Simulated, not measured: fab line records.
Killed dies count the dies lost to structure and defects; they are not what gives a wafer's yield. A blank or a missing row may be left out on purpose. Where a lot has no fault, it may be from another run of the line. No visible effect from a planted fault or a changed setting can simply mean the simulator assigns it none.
Which tool is to blame? ; flow nand_harc ; 6 lots, 18 wafers sampled, at 5 steps of a route of 1302

== WHAT THE GAUGES SHOWED, per wafer ==
NHARC_END_SORT_01.
lot;measured;on;killed_at_array
L348;day 30 07:48;prober-02;671 671 671
L350;day 30 15:35;prober-02;660 666 669

== TOOL THAT RAN EACH LOT (tool first, then ch and the chambers of the sampled wafers, then the start) ==
lot;NHARC_A_CHANNEL_FILL_D1_ALD_16;NHARC_A_CHANNEL_FILL_D1_ALD_25;NHARC_A_CHANNEL_FILL_D1_CMP_10;NHARC_A_DECK1_JOINT_CVD_12
L335;ald_hk-04 ch 1,3, day 9 22:42;ald_hk-01 ch 1,2,3, day 10 22:19;cmp-04 ch 0,1, day 11 09:38;lpcvd_poly-02 ch 0, day 11 17:23
L339;ald_hk-04 ch 1,2, day 10 22:44;ald_hk-03 ch 0,1,2, day 12 00:43;cmp-03 ch 0,1,3, day 12 10:16;lpcvd_poly-01 ch 0, day 12 18:23
L345;ald_hk-04 ch 0,2, day 13 22:11;ald_hk-01 ch 0,3, day 15 00:35;cmp-02 ch 0,1,3, day 15 11:22;lpcvd_poly-04 ch 0, day 15 19:18
L348;ald_hk-03 ch 1,2,3, day 15 06:22;ald_hk-03 ch 0,1,2, day 16 07:03;cmp-03 ch 1,2,3, day 16 18:42;lpcvd_poly-04, day 17 05:02
L350;ald_hk-04 ch 1,2,3, day 15 15:09;ald_hk-03 ch 1,2,3, day 16 15:14;cmp-04 ch 0,1,3, day 17 02:36;lpcvd_poly-02, day 17 10:22
L357;ald_hk-04 ch 0,1,3, day 18 08:58;ald_hk-03 ch 0,1,3, day 19 09:12;cmp-03 ch 0,1,2, day 19 19:52;lpcvd_poly-04 ch 0, day 20 03:47
- NHARC_A_CHANNEL_FILL_D1_ALD_16: deposits SiO2, target thk 1.5 nm, pulse time 10 s, ald cycles 15.
- NHARC_A_CHANNEL_FILL_D1_ALD_25: deposits SiOx, target thk 60 nm, pulse time 10 s, ald cycles 600.
- NHARC_A_CHANNEL_FILL_D1_CMP_10: polishes, target thk 150 nm.
- NHARC_A_DECK1_JOINT_CVD_12: deposits poly-Si, target thk 90 nm, time 1800 s.

== THE ANSWER, worked out from the rows above alone ==
Rule: the usual values come from the lots themselves. Put in order of their means at a reading, lots are off if they are a third of the lots or fewer, leave a main group of 4 or more, and stand apart from it by a gap of 3 or more times the standard deviation of the main group's means; of several such gaps the widest counts. If all means in a main group match to the digits the tables above print for the reading, that group is not used. A lot without any number at a reading at which 4 lots or more have one is off too. The other lots that the step has rows for count as sound.
None of the lots is off at any reading shown; this tells nothing.

== WHAT HAD BEEN PUT IN BY THE SIMULATOR ==
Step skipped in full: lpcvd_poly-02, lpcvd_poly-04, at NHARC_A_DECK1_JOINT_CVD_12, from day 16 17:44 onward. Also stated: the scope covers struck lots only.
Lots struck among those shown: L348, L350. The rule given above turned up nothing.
